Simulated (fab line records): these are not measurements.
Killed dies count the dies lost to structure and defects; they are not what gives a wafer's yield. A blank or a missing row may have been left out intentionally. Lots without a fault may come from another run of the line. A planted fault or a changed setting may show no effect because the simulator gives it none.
The tool behind it: which one? / flow n5 finfet / 15 lots with 45 wafers sampled at 7 steps, on a route of 1938 steps

WHAT THE GAUGES READ, wafer by wafer
N5_BEOL_M5_RS_MEAS_57: uses a four-point probe to measure. Usual: M5_RS typically reads 0.391 ohm/sq, with standard deviation 0.011.
lot=L108; measured=day 8 14:17; on=film metro-02; M5_RS (ohm/sq)=0.397 0.397 0.420; flag=
lot=L110; measured=day 9 05:50; on=film metro-01; M5_RS (ohm/sq)=0.389 0.389 0.387; flag=
lot=L111; measured=day 9 18:07; on=film metro-01; M5_RS (ohm/sq)=0.401 0.395 0.396; flag=
lot=L115; measured=day 9 21:29; on=film metro-01; M5_RS (ohm/sq)=0.401 0.394 0.394; flag=
lot=L117; measured=day 10 15:58; on=film metro-02; M5_RS (ohm/sq)=0.413 0.396 0.388; flag=
lot=L118; measured=day 10 22:28; on=film metro-01; M5_RS (ohm/sq)=0.381 0.376 0.397; flag=
lot=L119; measured=day 11 18:19; on=film metro-01; M5_RS (ohm/sq)=0.381 0.385 0.388; flag=
lot=L121; measured=day 11 18:48; on=film metro-02; M5_RS (ohm/sq)=0.389 0.383 0.370; flag=
lot=L120; measured=day 12 03:36; on=film metro-01; M5_RS (ohm/sq)=0.396 0.392 0.400; flag=
lot=L123; measured=day 12 07:14; on=film metro-02; M5_RS (ohm/sq)=0.391 0.391 0.389; flag=
lot=L125; measured=day 12 09:11; on=film metro-01; M5_RS (ohm/sq)=0.391 0.390 0.398; flag=
lot=L127; measured=day 13 00:29; on=film metro-01; M5_RS (ohm/sq)=0.392 0.380 0.376; flag=
lot=L126; measured=day 13 12:11; on=film metro-01; M5_RS (ohm/sq)=0.391 0.383 0.399; flag=
lot=L128; measured=day 13 19:17; on=film metro-01; M5_RS (ohm/sq)=0.374 0.381 0.385; flag=
lot=L129; measured=day 14 10:52; on=film metro-01; M5_RS (ohm/sq)=0.403 0.400 0.392; flag=

N5_BEOL_M6_CD_MEAS_18: pitch 80 nm, target cd 40 nm. Usual: cd nm at 39.7 nm, with a standard deviation of 0.58.
lot=L108; measured=day 8 15:59; on=cd sem-01; cd nm (nm)=40.2 40.7 39.9; flag=
lot=L110; measured=day 9 08:29; on=cd sem-02; cd nm (nm)=40.1 40.3 39.9; flag=
lot=L111; measured=day 9 20:06; on=cd sem-03; cd nm (nm)=40.1 39.2 40.0; flag=
lot=L115; measured=day 10 01:20; on=cd sem-03; cd nm (nm)=40.2 39.7 38.9; flag=
lot=L117; measured=day 10 18:53; on=cd sem-02; cd nm (nm)=- - -; flag=OFF
lot=L118; measured=day 11 02:32; on=cd sem-03; cd nm (nm)=- - -; flag=OFF
lot=L119; measured=day 11 21:37; on=cd sem-01; cd nm (nm)=- - -; flag=OFF
lot=L121; measured=day 11 21:57; on=cd sem-03; cd nm (nm)=38.8 39.1 40.2; flag=
lot=L120; measured=day 12 08:19; on=cd sem-02; cd nm (nm)=39.9 39.6 40.8; flag=
lot=L123; measured=day 12 09:18; on=cd sem-02; cd nm (nm)=39.7 39.7 39.5; flag=
lot=L125; measured=day 12 11:53; on=cd sem-02; cd nm (nm)=39.3 39.4 40.0; flag=
lot=L127; measured=day 13 03:14; on=cd sem-01; cd nm (nm)=39.4 38.5 39.1; flag=
lot=L126; measured=day 13 15:07; on=cd sem-01; cd nm (nm)=39.7 39.6 38.6; flag=
lot=L128; measured=day 13 21:59; on=cd sem-03; cd nm (nm)=39.6 40.5 39.8; flag=
lot=L129; measured=day 14 14:19; on=cd sem-02; cd nm (nm)=39.7 39.7 39.6; flag=

WHICH TOOL RAN EACH LOT (tool, then ch and the chambers of the sampled wafers, then the start)
lot=L108; N5_BEOL_M5_PRE_CLEAN_77=cvd co-02 ch 0,1,2, day 8 14:04; N5_BEOL_M6_DESCUM_16=rie diel-04 ch 1,3, day 8 15:31; N5_BEOL_M6_ETCH_61=rie diel-04 ch 1,3, day 8 15:33; N5_BEOL_M6_ETCH_62=rie diel-04 ch 1,3, day 8 15:37; N5_BEOL_M6_HM_OPEN_17=rie metal-01 ch 0,1, day 8 15:48
lot=L110; N5_BEOL_M5_PRE_CLEAN_77=cvd co-01 ch 1,2, day 9 05:37; N5_BEOL_M6_DESCUM_16=rie diel-04 ch 1,2,3, day 9 08:01; N5_BEOL_M6_ETCH_61=rie diel-04 ch 1,2,3, day 9 08:03; N5_BEOL_M6_ETCH_62=rie diel-04 ch 1,2,3, day 9 08:07; N5_BEOL_M6_HM_OPEN_17=rie metal-03 ch 0,1, day 9 08:17
lot=L111; N5_BEOL_M5_PRE_CLEAN_77=cvd co-02 ch 0,1, day 9 17:49; N5_BEOL_M6_DESCUM_16=rie diel-05 ch 1,2,3, day 9 19:38; N5_BEOL_M6_ETCH_61=rie diel-05 ch 1,2,3, day 9 19:40; N5_BEOL_M6_ETCH_62=rie diel-05 ch 1,2,3, day 9 19:43; N5_BEOL_M6_HM_OPEN_17=rie metal-01 ch 0,1, day 9 19:54
lot=L115; N5_BEOL_M5_PRE_CLEAN_77=cvd co-02 ch 0,1, day 9 21:16; N5_BEOL_M6_DESCUM_16=rie diel-04 ch 1,2, day 10 00:53; N5_BEOL_M6_ETCH_61=rie diel-04 ch 1,2, day 10 00:55; N5_BEOL_M6_ETCH_62=rie diel-04 ch 1,2, day 10 00:58; N5_BEOL_M6_HM_OPEN_17=rie metal-01 ch 0,1, day 10 01:10
lot=L117; N5_BEOL_M5_PRE_CLEAN_77=cvd co-02 ch 0,1,2, day 10 15:45; N5_BEOL_M6_DESCUM_16=rie diel-04 ch 0,1,3, day 10 18:22; N5_BEOL_M6_ETCH_61=rie diel-04 ch 0,1,3, day 10 18:24; N5_BEOL_M6_ETCH_62=rie diel-04 ch 0,1,3, day 10 18:28; N5_BEOL_M6_HM_OPEN_17=rie metal-01 ch 0,1, day 10 18:38
lot=L118; N5_BEOL_M5_PRE_CLEAN_77=cvd co-02 ch 0,2, day 10 22:14; N5_BEOL_M6_DESCUM_16=rie diel-04 ch 0,1,2, day 11 02:05; N5_BEOL_M6_ETCH_61=rie diel-04 ch 0,1,2, day 11 02:07; N5_BEOL_M6_ETCH_62=rie diel-04 ch 0,1,2, day 11 02:10; N5_BEOL_M6_HM_OPEN_17=rie metal-01 ch 0,1, day 11 02:22
lot=L119; N5_BEOL_M5_PRE_CLEAN_77=cvd co-02 ch 0,1,2, day 11 18:05; N5_BEOL_M6_DESCUM_16=rie diel-04 ch 1,2,3, day 11 21:10; N5_BEOL_M6_ETCH_61=rie diel-04 ch 1,2,3, day 11 21:11; N5_BEOL_M6_ETCH_62=rie diel-04 ch 1,2,3, day 11 21:15; N5_BEOL_M6_HM_OPEN_17=rie metal-02 ch 0,1, day 11 21:26
lot=L121; N5_BEOL_M5_PRE_CLEAN_77=cvd co-02 ch 0,1,2, day 11 18:35; N5_BEOL_M6_DESCUM_16=rie diel-06 ch 0,1,2, day 11 21:19; N5_BEOL_M6_ETCH_61=rie diel-06 ch 0,1,2, day 11 21:22; N5_BEOL_M6_ETCH_62=rie diel-06 ch 0,1,2, day 11 21:25; N5_BEOL_M6_HM_OPEN_17=rie metal-02 ch 0,1, day 11 21:38
lot=L120; N5_BEOL_M5_PRE_CLEAN_77=cvd co-01 ch 0,1, day 12 03:22; N5_BEOL_M6_DESCUM_16=rie diel-05 ch 0,1,3, day 12 07:48; N5_BEOL_M6_ETCH_61=rie diel-05 ch 0,1,3, day 12 07:50; N5_BEOL_M6_ETCH_62=rie diel-05 ch 0,1,3, day 12 07:54; N5_BEOL_M6_HM_OPEN_17=rie metal-02 ch 0,1, day 12 08:05
lot=L123; N5_BEOL_M5_PRE_CLEAN_77=cvd co-01 ch 0,1,2, day 12 07:01; N5_BEOL_M6_DESCUM_16=rie diel-04 ch 0,2,3, day 12 08:49; N5_BEOL_M6_ETCH_61=rie diel-04 ch 0,2,3, day 12 08:50; N5_BEOL_M6_ETCH_62=rie diel-04 ch 0,2,3, day 12 08:54; N5_BEOL_M6_HM_OPEN_17=rie metal-01 ch 0,1, day 12 09:05
lot=L125; N5_BEOL_M5_PRE_CLEAN_77=cvd co-02 ch 1,2, day 12 08:58; N5_BEOL_M6_DESCUM_16=rie diel-05 ch 1,2, day 12 11:25; N5_BEOL_M6_ETCH_61=rie diel-05 ch 1,2, day 12 11:28; N5_BEOL_M6_ETCH_62=rie diel-05 ch 1,2, day 12 11:31; N5_BEOL_M6_HM_OPEN_17=rie metal-01 ch 0,1, day 12 11:42
lot=L127; N5_BEOL_M5_PRE_CLEAN_77=cvd co-01 ch 0,1,2, day 13 00:15; N5_BEOL_M6_DESCUM_16=rie diel-05 ch 0,2, day 13 02:47; N5_BEOL_M6_ETCH_61=rie diel-05 ch 0,2, day 13 02:49; N5_BEOL_M6_ETCH_62=rie diel-05 ch 0,2, day 13 02:52; N5_BEOL_M6_HM_OPEN_17=rie metal-02 ch 0,1, day 13 03:05
lot=L126; N5_BEOL_M5_PRE_CLEAN_77=cvd co-01 ch 0,1,2, day 13 11:59; N5_BEOL_M6_DESCUM_16=rie diel-06 ch 1,2,3, day 13 14:39; N5_BEOL_M6_ETCH_61=rie diel-06 ch 1,2,3, day 13 14:41; N5_BEOL_M6_ETCH_62=rie diel-06 ch 1,2,3, day 13 14:44; N5_BEOL_M6_HM_OPEN_17=rie metal-03 ch 0,1, day 13 14:58
lot=L128; N5_BEOL_M5_PRE_CLEAN_77=cvd co-02 ch 0,1,2, day 13 19:04; N5_BEOL_M6_DESCUM_16=rie diel-04 ch 0,1, day 13 21:32; N5_BEOL_M6_ETCH_61=rie diel-04 ch 0,1, day 13 21:34; N5_BEOL_M6_ETCH_62=rie diel-04 ch 0,1, day 13 21:37; N5_BEOL_M6_HM_OPEN_17=rie metal-03 ch 0, day 13 21:49
lot=L129; N5_BEOL_M5_PRE_CLEAN_77=cvd co-02 ch 0,1,2, day 14 10:38; N5_BEOL_M6_DESCUM_16=rie diel-06 ch 1,2,3, day 14 13:50; N5_BEOL_M6_ETCH_61=rie diel-06 ch 1,2,3, day 14 13:53; N5_BEOL_M6_ETCH_62=rie diel-06 ch 1,2,3, day 14 13:56; N5_BEOL_M6_HM_OPEN_17=rie metal-02 ch 0,1, day 14 14:08
- N5_BEOL_M5_PRE_CLEAN_77: time 15 s.
- N5_BEOL_M6_DESCUM_16: chemistry O2, time 7.9 s.
- N5_BEOL_M6_ETCH_61: etches SiARC in CF4, target depth 45.5 nm, time 75.8 s.
- N5_BEOL_M6_ETCH_62: etches SOC in N2/H2, target depth 110 nm, overetch 22 nm, time 165 s.
- N5_BEOL_M6_HM_OPEN_17: chemistry Cl2/BCl3, target TiN, target depth 20 nm, overetch 6 nm.

AS READ BY THE TOOLS THEMSELVES (means over the sampled wafers that have a number; for cases with no such wafer, the mark the record gives instead)
N5_BEOL_M5_PRE_CLEAN_77. Usual: heater power w at 82 W, with a standard deviation of 21.
lot=L108; tool=cvd co-02; heater power w (W)=81; flag=
lot=L110; tool=cvd co-01; heater power w (W)=102; flag=
lot=L111; tool=cvd co-02; heater power w (W)=65; flag=
lot=L115; tool=cvd co-02; heater power w (W)=65; flag=
lot=L117; tool=cvd co-02; heater power w (W)=82; flag=
lot=L118; tool=cvd co-02; heater power w (W)=88; flag=
lot=L119; tool=cvd co-02; heater power w (W)=80; flag=
lot=L121; tool=cvd co-02; heater power w (W)=81; flag=
lot=L120; tool=cvd co-01; heater power w (W)=70; flag=
lot=L123; tool=cvd co-01; heater power w (W)=86; flag=
lot=L125; tool=cvd co-02; heater power w (W)=98; flag=
lot=L127; tool=cvd co-01; heater power w (W)=85; flag=
lot=L126; tool=cvd co-01; heater power w (W)=86; flag=
lot=L128; tool=cvd co-02; heater power w (W)=82; flag=
lot=L129; tool=cvd co-02; heater power w (W)=82; flag=

N5_BEOL_M6_DESCUM_16. Usual: for drypump motor current A, 5.6 A with a standard deviation of 0.55; for o2 flow sccm, 224.9 sccm with a standard deviation of 0.74; for oes product au, 0.77 a.u. with a standard deviation of 0.074; for rf vpp V, 242.9 V with a standard deviation of 1.5; for showerhead plenum p Torr, 2.08 Torr with a standard deviation of 0.073; for temp c, 39.99 C with a standard deviation of 0.11; for throttle valve pct, 20.56 % with a standard deviation of 0.18.
lot=L108; tool=rie diel-04; drypump motor current A (A)=5.2; o2 flow sccm (sccm)=224.4; oes product au (a.u.)=0.77; rf vpp V (V)=242.9; showerhead plenum p Torr (Torr)=2.05; temp c (C)=40.00; throttle valve pct (%)=20.70; flag=
lot=L110; tool=rie diel-04; drypump motor current A (A)=5.2; o2 flow sccm (sccm)=224.9; oes product au (a.u.)=0.76; rf vpp V (V)=243.7; showerhead plenum p Torr (Torr)=2.10; temp c (C)=39.95; throttle valve pct (%)=20.62; flag=
lot=L111; tool=rie diel-05; drypump motor current A (A)=6.0; o2 flow sccm (sccm)=225.0; oes product au (a.u.)=0.75; rf vpp V (V)=241.9; showerhead plenum p Torr (Torr)=2.05; temp c (C)=39.86; throttle valve pct (%)=20.50; flag=
lot=L115; tool=rie diel-04; drypump motor current A (A)=5.2; o2 flow sccm (sccm)=224.0; oes product au (a.u.)=0.74; rf vpp V (V)=243.6; showerhead plenum p Torr (Torr)=2.15; temp c (C)=39.96; throttle valve pct (%)=20.58; flag=
lot=L117; tool=rie diel-04; drypump motor current A (A)=5.6; o2 flow sccm (sccm)=224.7; oes product au (a.u.)=0.77; rf vpp V (V)=243.7; showerhead plenum p Torr (Torr)=2.10; temp c (C)=39.98; throttle valve pct (%)=20.64; flag=
lot=L118; tool=rie diel-04; drypump motor current A (A)=5.6; o2 flow sccm (sccm)=224.9; oes product au (a.u.)=0.75; rf vpp V (V)=244.9; showerhead plenum p Torr (Torr)=2.15; temp c (C)=40.04; throttle valve pct (%)=20.58; flag=
lot=L119; tool=rie diel-04; drypump motor current A (A)=5.2; o2 flow sccm (sccm)=225.3; oes product au (a.u.)=0.73; rf vpp V (V)=243.3; showerhead plenum p Torr (Torr)=2.09; temp c (C)=40.04; throttle valve pct (%)=20.67; flag=
lot=L121; tool=rie diel-06; drypump motor current A (A)=5.9; o2 flow sccm (sccm)=224.4; oes product au (a.u.)=0.84; rf vpp V (V)=241.5; showerhead plenum p Torr (Torr)=2.03; temp c (C)=39.93; throttle valve pct (%)=20.42; flag=
lot=L120; tool=rie diel-05; drypump motor current A (A)=5.8; o2 flow sccm (sccm)=225.6; oes product au (a.u.)=0.72; rf vpp V (V)=242.4; showerhead plenum p Torr (Torr)=2.04; temp c (C)=39.92; throttle valve pct (%)=20.70; flag=
lot=L123; tool=rie diel-04; drypump motor current A (A)=5.3; o2 flow sccm (sccm)=225.1; oes product au (a.u.)=0.71; rf vpp V (V)=244.1; showerhead plenum p Torr (Torr)=2.11; temp c (C)=39.98; throttle valve pct (%)=20.64; flag=
lot=L125; tool=rie diel-05; drypump motor current A (A)=6.4; o2 flow sccm (sccm)=224.7; oes product au (a.u.)=0.74; rf vpp V (V)=242.9; showerhead plenum p Torr (Torr)=2.05; temp c (C)=39.98; throttle valve pct (%)=20.48; flag=
lot=L127; tool=rie diel-05; drypump motor current A (A)=6.2; o2 flow sccm (sccm)=225.2; oes product au (a.u.)=0.73; rf vpp V (V)=242.8; showerhead plenum p Torr (Torr)=2.08; temp c (C)=39.93; throttle valve pct (%)=20.55; flag=
lot=L126; tool=rie diel-06; drypump motor current A (A)=5.4; o2 flow sccm (sccm)=224.4; oes product au (a.u.)=0.80; rf vpp V (V)=241.4; showerhead plenum p Torr (Torr)=2.03; temp c (C)=40.01; throttle valve pct (%)=20.50; flag=
lot=L128; tool=rie diel-04; drypump motor current A (A)=5.9; o2 flow sccm (sccm)=224.9; oes product au (a.u.)=0.78; rf vpp V (V)=243.1; showerhead plenum p Torr (Torr)=2.13; temp c (C)=39.98; throttle valve pct (%)=20.64; flag=
lot=L129; tool=rie diel-06; drypump motor current A (A)=5.4; o2 flow sccm (sccm)=224.5; oes product au (a.u.)=0.79; rf vpp V (V)=241.5; showerhead plenum p Torr (Torr)=2.02; temp c (C)=40.08; throttle valve pct (%)=20.51; flag=

N5_BEOL_M6_ETCH_61. Usual: bias w 35.99 W, standard deviation 0.11; cf4 flow sccm 99.99 sccm, standard deviation 0.27; drypump motor current A 5.6 A, standard deviation 0.55; etch rf on time s 75.1 s, standard deviation 2.2; oes product au 0.66 a.u., standard deviation 0.064; rf vpp V 183.9 V, standard deviation 1.1; showerhead plenum p Torr 2.12 Torr, standard deviation 0.074; throttle valve pct 15.72 %, standard deviation 0.21.
lot=L108; tool=rie diel-04; bias w (W)=35.99; cf4 flow sccm (sccm)=100.13; drypump motor current A (A)=5.2; etch rf on time s (s)=75.7; oes product au (a.u.)=0.66; rf vpp V (V)=183.6; showerhead plenum p Torr (Torr)=2.09; throttle valve pct (%)=15.82; flag=
lot=L110; tool=rie diel-04; bias w (W)=35.97; cf4 flow sccm (sccm)=100.16; drypump motor current A (A)=5.2; etch rf on time s (s)=76.1; oes product au (a.u.)=0.65; rf vpp V (V)=184.4; showerhead plenum p Torr (Torr)=2.14; throttle valve pct (%)=15.80; flag=
lot=L111; tool=rie diel-05; bias w (W)=36.01; cf4 flow sccm (sccm)=100.03; drypump motor current A (A)=6.0; etch rf on time s (s)=73.2; oes product au (a.u.)=0.65; rf vpp V (V)=183.9; showerhead plenum p Torr (Torr)=2.09; throttle valve pct (%)=15.70; flag=
lot=L115; tool=rie diel-04; bias w (W)=35.99; cf4 flow sccm (sccm)=99.80; drypump motor current A (A)=5.2; etch rf on time s (s)=78.3; oes product au (a.u.)=0.63; rf vpp V (V)=184.7; showerhead plenum p Torr (Torr)=2.19; throttle valve pct (%)=15.78; flag=
lot=L117; tool=rie diel-04; bias w (W)=-; cf4 flow sccm (sccm)=-; drypump motor current A (A)=-; etch rf on time s (s)=-; oes product au (a.u.)=-; rf vpp V (V)=-; showerhead plenum p Torr (Torr)=-; throttle valve pct (%)=-; flag=OFF
lot=L118; tool=rie diel-04; bias w (W)=-; cf4 flow sccm (sccm)=-; drypump motor current A (A)=-; etch rf on time s (s)=-; oes product au (a.u.)=-; rf vpp V (V)=-; showerhead plenum p Torr (Torr)=-; throttle valve pct (%)=-; flag=OFF
lot=L119; tool=rie diel-04; bias w (W)=-; cf4 flow sccm (sccm)=-; drypump motor current A (A)=-; etch rf on time s (s)=-; oes product au (a.u.)=-; rf vpp V (V)=-; showerhead plenum p Torr (Torr)=-; throttle valve pct (%)=-; flag=OFF
lot=L121; tool=rie diel-06; bias w (W)=35.89; cf4 flow sccm (sccm)=99.96; drypump motor current A (A)=5.9; etch rf on time s (s)=73.9; oes product au (a.u.)=0.73; rf vpp V (V)=182.8; showerhead plenum p Torr (Torr)=2.08; throttle valve pct (%)=15.51; flag=
lot=L120; tool=rie diel-05; bias w (W)=36.01; cf4 flow sccm (sccm)=99.85; drypump motor current A (A)=5.7; etch rf on time s (s)=73.3; oes product au (a.u.)=0.62; rf vpp V (V)=183.0; showerhead plenum p Torr (Torr)=2.08; throttle valve pct (%)=15.87; flag=
lot=L123; tool=rie diel-04; bias w (W)=35.90; cf4 flow sccm (sccm)=100.08; drypump motor current A (A)=5.2; etch rf on time s (s)=76.1; oes product au (a.u.)=0.60; rf vpp V (V)=183.9; showerhead plenum p Torr (Torr)=2.15; throttle valve pct (%)=15.84; flag=
lot=L125; tool=rie diel-05; bias w (W)=35.94; cf4 flow sccm (sccm)=100.03; drypump motor current A (A)=6.4; etch rf on time s (s)=74.4; oes product au (a.u.)=0.64; rf vpp V (V)=184.0; showerhead plenum p Torr (Torr)=2.09; throttle valve pct (%)=15.73; flag=
lot=L127; tool=rie diel-05; bias w (W)=35.95; cf4 flow sccm (sccm)=100.02; drypump motor current A (A)=6.2; etch rf on time s (s)=75.9; oes product au (a.u.)=0.63; rf vpp V (V)=184.7; showerhead plenum p Torr (Torr)=2.11; throttle valve pct (%)=15.73; flag=
lot=L126; tool=rie diel-06; bias w (W)=36.02; cf4 flow sccm (sccm)=99.93; drypump motor current A (A)=5.4; etch rf on time s (s)=74.2; oes product au (a.u.)=0.69; rf vpp V (V)=183.6; showerhead plenum p Torr (Torr)=2.06; throttle valve pct (%)=15.58; flag=
lot=L128; tool=rie diel-04; bias w (W)=36.00; cf4 flow sccm (sccm)=99.95; drypump motor current A (A)=5.9; etch rf on time s (s)=74.1; oes product au (a.u.)=0.67; rf vpp V (V)=184.7; showerhead plenum p Torr (Torr)=2.19; throttle valve pct (%)=15.85; flag=
lot=L129; tool=rie diel-06; bias w (W)=36.05; cf4 flow sccm (sccm)=99.98; drypump motor current A (A)=5.4; etch rf on time s (s)=74.1; oes product au (a.u.)=0.68; rf vpp V (V)=183.3; showerhead plenum p Torr (Torr)=2.06; throttle valve pct (%)=15.60; flag=

N5_BEOL_M6_ETCH_62. Usual: bias w 150.0 W, standard deviation 0.45; chamber pressure mTorr 30.001 mTorr, standard deviation 0.027; drypump motor current A 5.6 A, standard deviation 0.55; h2 flow sccm 200.0 sccm, standard deviation 0.59; oes product au 0.65 a.u., standard deviation 0.06; rf vpp V 523.3 V, standard deviation 2.6; showerhead plenum p Torr 2.52 Torr, standard deviation 0.092; temp c 40.00 C, standard deviation 0.12; throttle valve pct 17.95 %, standard deviation 0.2.
lot=L108; tool=rie diel-04; bias w (W)=150.3; chamber pressure mTorr (mTorr)=29.985; drypump motor current A (A)=5.2; h2 flow sccm (sccm)=199.7; oes product au (a.u.)=0.65; rf vpp V (V)=522.1; showerhead plenum p Torr (Torr)=2.49; temp c (C)=40.08; throttle valve pct (%)=18.07; flag=
lot=L110; tool=rie diel-04; bias w (W)=149.9; chamber pressure mTorr (mTorr)=30.001; drypump motor current A (A)=5.2; h2 flow sccm (sccm)=199.8; oes product au (a.u.)=0.64; rf vpp V (V)=523.1; showerhead plenum p Torr (Torr)=2.55; temp c (C)=40.08; throttle valve pct (%)=18.01; flag=
lot=L111; tool=rie diel-05; bias w (W)=149.6; chamber pressure mTorr (mTorr)=29.998; drypump motor current A (A)=6.0; h2 flow sccm (sccm)=200.6; oes product au (a.u.)=0.63; rf vpp V (V)=522.3; showerhead plenum p Torr (Torr)=2.49; temp c (C)=40.07; throttle valve pct (%)=17.85; flag=
lot=L115; tool=rie diel-04; bias w (W)=150.2; chamber pressure mTorr (mTorr)=30.015; drypump motor current A (A)=5.2; h2 flow sccm (sccm)=200.4; oes product au (a.u.)=0.64; rf vpp V (V)=525.7; showerhead plenum p Torr (Torr)=2.61; temp c (C)=40.01; throttle valve pct (%)=17.93; flag=
lot=L117; tool=rie diel-04; bias w (W)=150.6; chamber pressure mTorr (mTorr)=29.983; drypump motor current A (A)=5.6; h2 flow sccm (sccm)=199.6; oes product au (a.u.)=0.29; rf vpp V (V)=523.6; showerhead plenum p Torr (Torr)=2.56; temp c (C)=40.01; throttle valve pct (%)=18.06; flag=OFF
lot=L118; tool=rie diel-04; bias w (W)=150.1; chamber pressure mTorr (mTorr)=30.012; drypump motor current A (A)=5.5; h2 flow sccm (sccm)=200.6; oes product au (a.u.)=0.28; rf vpp V (V)=525.3; showerhead plenum p Torr (Torr)=2.61; temp c (C)=40.04; throttle valve pct (%)=17.99; flag=OFF
lot=L119; tool=rie diel-04; bias w (W)=150.4; chamber pressure mTorr (mTorr)=29.991; drypump motor current A (A)=5.2; h2 flow sccm (sccm)=199.8; oes product au (a.u.)=0.28; rf vpp V (V)=523.9; showerhead plenum p Torr (Torr)=2.54; temp c (C)=40.02; throttle valve pct (%)=18.00; flag=OFF
lot=L121; tool=rie diel-06; bias w (W)=149.5; chamber pressure mTorr (mTorr)=30.002; drypump motor current A (A)=5.9; h2 flow sccm (sccm)=199.9; oes product au (a.u.)=0.71; rf vpp V (V)=521.6; showerhead plenum p Torr (Torr)=2.46; temp c (C)=39.97; throttle valve pct (%)=17.73; flag=
lot=L120; tool=rie diel-05; bias w (W)=150.0; chamber pressure mTorr (mTorr)=29.970; drypump motor current A (A)=5.8; h2 flow sccm (sccm)=199.8; oes product au (a.u.)=0.61; rf vpp V (V)=522.3; showerhead plenum p Torr (Torr)=2.47; temp c (C)=39.89; throttle valve pct (%)=18.05; flag=
lot=L123; tool=rie diel-04; bias w (W)=150.0; chamber pressure mTorr (mTorr)=29.997; drypump motor current A (A)=5.3; h2 flow sccm (sccm)=200.0; oes product au (a.u.)=0.60; rf vpp V (V)=524.8; showerhead plenum p Torr (Torr)=2.57; temp c (C)=40.15; throttle valve pct (%)=18.07; flag=
lot=L125; tool=rie diel-05; bias w (W)=150.1; chamber pressure mTorr (mTorr)=29.998; drypump motor current A (A)=6.4; h2 flow sccm (sccm)=200.0; oes product au (a.u.)=0.63; rf vpp V (V)=521.2; showerhead plenum p Torr (Torr)=2.49; temp c (C)=40.04; throttle valve pct (%)=17.92; flag=
lot=L127; tool=rie diel-05; bias w (W)=150.1; chamber pressure mTorr (mTorr)=29.995; drypump motor current A (A)=6.3; h2 flow sccm (sccm)=199.9; oes product au (a.u.)=0.63; rf vpp V (V)=523.9; showerhead plenum p Torr (Torr)=2.53; temp c (C)=40.06; throttle valve pct (%)=18.00; flag=
lot=L126; tool=rie diel-06; bias w (W)=149.7; chamber pressure mTorr (mTorr)=29.986; drypump motor current A (A)=5.4; h2 flow sccm (sccm)=199.9; oes product au (a.u.)=0.67; rf vpp V (V)=521.4; showerhead plenum p Torr (Torr)=2.45; temp c (C)=40.00; throttle valve pct (%)=17.73; flag=
lot=L128; tool=rie diel-04; bias w (W)=150.0; chamber pressure mTorr (mTorr)=29.999; drypump motor current A (A)=5.9; h2 flow sccm (sccm)=199.6; oes product au (a.u.)=0.66; rf vpp V (V)=524.6; showerhead plenum p Torr (Torr)=2.59; temp c (C)=40.06; throttle valve pct (%)=18.13; flag=
lot=L129; tool=rie diel-06; bias w (W)=150.1; chamber pressure mTorr (mTorr)=29.987; drypump motor current A (A)=5.4; h2 flow sccm (sccm)=200.0; oes product au (a.u.)=0.66; rf vpp V (V)=520.7; showerhead plenum p Torr (Torr)=2.44; temp c (C)=39.99; throttle valve pct (%)=17.76; flag=

N5_BEOL_M6_HM_OPEN_17. Usual: drypump motor current A 5.46 A, standard deviation 0.27; oes product au 0.70 a.u., standard deviation 0.046; throttle valve pct 22.04 %, standard deviation 0.15.
lot=L108; tool=rie metal-01; drypump motor current A (A)=5.31; oes product au (a.u.)=0.73; throttle valve pct (%)=22.05; flag=
lot=L110; tool=rie metal-03; drypump motor current A (A)=5.73; oes product au (a.u.)=0.67; throttle valve pct (%)=21.98; flag=
lot=L111; tool=rie metal-01; drypump motor current A (A)=5.30; oes product au (a.u.)=0.72; throttle valve pct (%)=22.08; flag=
lot=L115; tool=rie metal-01; drypump motor current A (A)=5.25; oes product au (a.u.)=0.70; throttle valve pct (%)=22.15; flag=
lot=L117; tool=rie metal-01; drypump motor current A (A)=5.26; oes product au (a.u.)=0.30; throttle valve pct (%)=22.79; flag=OFF
lot=L118; tool=rie metal-01; drypump motor current A (A)=5.28; oes product au (a.u.)=0.31; throttle valve pct (%)=22.72; flag=OFF
lot=L119; tool=rie metal-02; drypump motor current A (A)=5.58; oes product au (a.u.)=0.29; throttle valve pct (%)=22.60; flag=OFF
lot=L121; tool=rie metal-02; drypump motor current A (A)=5.57; oes product au (a.u.)=0.68; throttle valve pct (%)=21.96; flag=
lot=L120; tool=rie metal-02; drypump motor current A (A)=5.66; oes product au (a.u.)=0.72; throttle valve pct (%)=22.05; flag=
lot=L123; tool=rie metal-01; drypump motor current A (A)=5.23; oes product au (a.u.)=0.69; throttle valve pct (%)=22.16; flag=
lot=L125; tool=rie metal-01; drypump motor current A (A)=5.29; oes product au (a.u.)=0.71; throttle valve pct (%)=22.07; flag=
lot=L127; tool=rie metal-02; drypump motor current A (A)=5.59; oes product au (a.u.)=0.67; throttle valve pct (%)=21.96; flag=
lot=L126; tool=rie metal-03; drypump motor current A (A)=5.44; oes product au (a.u.)=0.69; throttle valve pct (%)=21.91; flag=
lot=L128; tool=rie metal-03; drypump motor current A (A)=6.05; oes product au (a.u.)=0.62; throttle valve pct (%)=22.09; flag=
lot=L129; tool=rie metal-02; drypump motor current A (A)=5.69; oes product au (a.u.)=0.69; throttle valve pct (%)=22.07; flag=

THE ANSWER, worked out from the rows above alone
Rule: a lot counts as off when the mean over its wafers that have a number is more than 3 standard deviations away from the usual mean. A lot without any number at a reading at which 4 lots or more have one is off too. Where the step has rows for the other lots, those lots are counted as sound. First the gauges in route order, then the tools' own readings, where a lot's mean is used as printed above. The first step at which some lot is off is used, and at that step the reading that is off furthest; a lot without a number counts as furthest.
Off at N5_BEOL_M6_CD_MEAS_18 (cd nm): L117, L118, L119. Without a number there: L117, L118, L119.
If a tool, at a process step before that reading, ran all the lots that are off and no sound lot after the first of them, it fits. The gauges at N5_BEOL_M6_CD_MEAS_18 aren't tried: what is off there is off at N5_BEOL_M6_ETCH_61 too, on other tools, and a gauge's error can't cause that. Not one of the candidates tried fits.

WHAT WAS PUT IN BY THE SIMULATOR
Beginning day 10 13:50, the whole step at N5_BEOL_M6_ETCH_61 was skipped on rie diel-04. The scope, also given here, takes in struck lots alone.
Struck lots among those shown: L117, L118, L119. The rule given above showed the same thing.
